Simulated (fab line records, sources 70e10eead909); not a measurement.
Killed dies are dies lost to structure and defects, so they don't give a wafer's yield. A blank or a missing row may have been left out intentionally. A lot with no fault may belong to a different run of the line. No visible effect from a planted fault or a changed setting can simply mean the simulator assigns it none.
Which tool is to blame?    flow nandHarc    6 lots, 18 wafers sampled, at 2 steps of a route of 1159

## WHAT THE GAUGES SHOWED, per wafer
NHARC_THIN_TSV_THK_MEAS_02: measures by ir.
lot   measured      on            thkNm (nm)
L448  day 19 08:04  filmMetro-01  2870 2920 3111
L450  day 19 10:28  filmMetro-01  2817 2872 2699
L452  day 20 09:13  filmMetro-02  2690 2857 2977
L462  day 22 12:02  filmMetro-01  3616 3687 3328
L468  day 24 01:24  filmMetro-02  2880 2980 2843
L470  day 24 16:08  filmMetro-02  2827 2909 2985

## EACH LOT AND THE TOOL THAT RAN IT (in order: tool; ch and the chambers of the sampled wafers; start)
lot   NHARC_A_WL_FILL_PRECLEAN_30
L448  wetBench-09 ch 0,2,4, day 16 04:31
L450  wetBench-09 ch 0,4,5, day 16 04:32
L452  wetBench-04 ch 1,5,6, day 17 14:18
L462  wetBench-05 ch 0,5,7, day 19 05:34
L468  wetBench-04 ch 0,4,7, day 21 09:51
L470  wetBench-09 ch 2,3,7, day 21 19:05
- NHARC_A_WL_FILL_PRECLEAN_30: cleans in dHF, time 10 s.

## THE ANSWER, worked out from the rows above alone
Rule: usual is defined by the lots themselves. The widest of any qualifying gaps counts: lots, ordered by their means at a reading, are off when they make up no more than a third of the lots, leave a main group of 4 or more, and stand apart from it by 3 or more times the standard deviation of that group's means. The tables above print the reading to a certain number of digits; a main group whose means all agree to those digits is not used. Also off: a lot with no number at a reading for which 4 or more lots have one. Where the step has rows for the other lots, those lots are counted as sound.
Off: L462, at NHARC_THIN_TSV_THK_MEAS_02 (thkNm). The main group has a mean of 2882 nm with a standard deviation of 59.
If a tool, at a process step before that reading, ran all the lots that are off and no sound lot after the first of them, it fits. Gauges at NHARC_THIN_TSV_THK_MEAS_02: tried the same way as those tools. 2 tools fit, wetBench-05 at NHARC_A_WL_FILL_PRECLEAN_30 and filmMetro-01 at NHARC_THIN_TSV_THK_MEAS_02, so this cannot tell which one it is.

## WHAT HAD BEEN PUT IN BY THE SIMULATOR
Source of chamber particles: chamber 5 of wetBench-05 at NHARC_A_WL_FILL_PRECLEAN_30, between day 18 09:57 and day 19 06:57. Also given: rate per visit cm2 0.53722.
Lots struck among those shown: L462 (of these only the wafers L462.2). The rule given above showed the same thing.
